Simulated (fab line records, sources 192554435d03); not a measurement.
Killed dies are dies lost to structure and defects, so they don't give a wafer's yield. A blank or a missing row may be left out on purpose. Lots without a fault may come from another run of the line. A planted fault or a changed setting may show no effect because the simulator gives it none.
Chamber matching | flow n5_finfet | N5_SDB_DESCUM_16 on rie_diel-05: 4 sister chambers
The step chemistry O2, time 7.9 s. 16 wafers are shown with their chamber, then 8 later ones without.

WAFERS WITH THEIR CHAMBER
wafer  | chamber | drypump_motor_current_A (A) | showerhead_plenum_p_Torr (Torr) | throttle_valve_pct (%)
L076.1 | 3       | 5.6                         | 2.17                            | 20.47
L076.2 | 1       | 5.8                         | 2.07                            | 20.74
L076.3 | 0       | 5.5                         | 2.11                            | 19.70
L077.1 | 3       | 5.6                         | 2.17                            | 20.48
L077.2 | 2       | 5.2                         | 2.04                            | 20.02
L077.4 | 1       | 5.8                         | 2.07                            | 20.76
L078.1 | 2       | 5.2                         | 2.04                            | 20.05
L078.5 | 3       | 5.7                         | 2.17                            | 20.49
L078.6 | 2       | 5.2                         | 2.04                            | 20.04
L083.3 | 2       | 5.2                         | 2.03                            | 20.06
L083.4 | 3       | 5.6                         | 2.17                            | 20.48
L083.6 | 2       | 5.2                         | 2.03                            | 20.05
L084.1 | 3       | 5.7                         | 2.17                            | 20.52
L084.5 | 1       | 5.8                         | 2.06                            | 20.34
L084.6 | 2       | 5.2                         | 2.03                            | 20.06
L089.1 | 0       | 5.5                         | 2.10                            | 19.72

SIGNATURES (means of the wafers above)
reading                  | chamber 0 | chamber 1 | chamber 2 | chamber 3 | scatter within a chamber
drypump_motor_current_A  | 5.500     | 5.800     | 5.200     | 5.640     | 0.0316
showerhead_plenum_p_Torr | 2.1050    | 2.0667    | 2.0350    | 2.1700    | 0.00471
throttle_valve_pct       | 19.7100   | 20.6133   | 20.0467   | 20.4880   | 0.0979
Rule: a wafer's distance from a chamber is the root of the sum, over the readings, of the square of ((its reading less the chamber's mean) divided by the reading's scatter). The wafer belongs to the nearest chamber; if the next one is less than 2 further off, it can't be placed. The scatter: the root of (the sum of the squares of (reading less its chamber's mean) over the shown wafers, divided by (wafers less chambers)).

WAFERS WITHOUT THEIR CHAMBER
wafer  | drypump_motor_current_A (A) | showerhead_plenum_p_Torr (Torr) | throttle_valve_pct (%)
L089.3 | 5.6                         | 2.16                            | 20.52
L089.6 | 5.5                         | 2.10                            | 19.71
L093.1 | 5.2                         | 2.03                            | 20.09
L093.4 | 5.6                         | 2.16                            | 20.54
L093.5 | 5.8                         | 2.06                            | 20.38
L096.1 | 5.8                         | 2.05                            | 20.39
L096.5 | 5.2                         | 2.02                            | 20.08
L096.6 | 5.8                         | 2.05                            | 20.39

WHICH CHAMBER EACH WENT THROUGH
wafer  | from the rows above | in truth
L089.3 | 3                   | 3
L089.6 | 0                   | 0
L093.1 | 2                   | 2
L093.4 | 3                   | 3
L093.5 | 1                   | 1
L096.1 | 1                   | 1
L096.5 | 2                   | 2
L096.6 | 1                   | 1
Placed correctly: 8 of 8. Can't be placed from these rows: 0. Placed wrongly: 0.
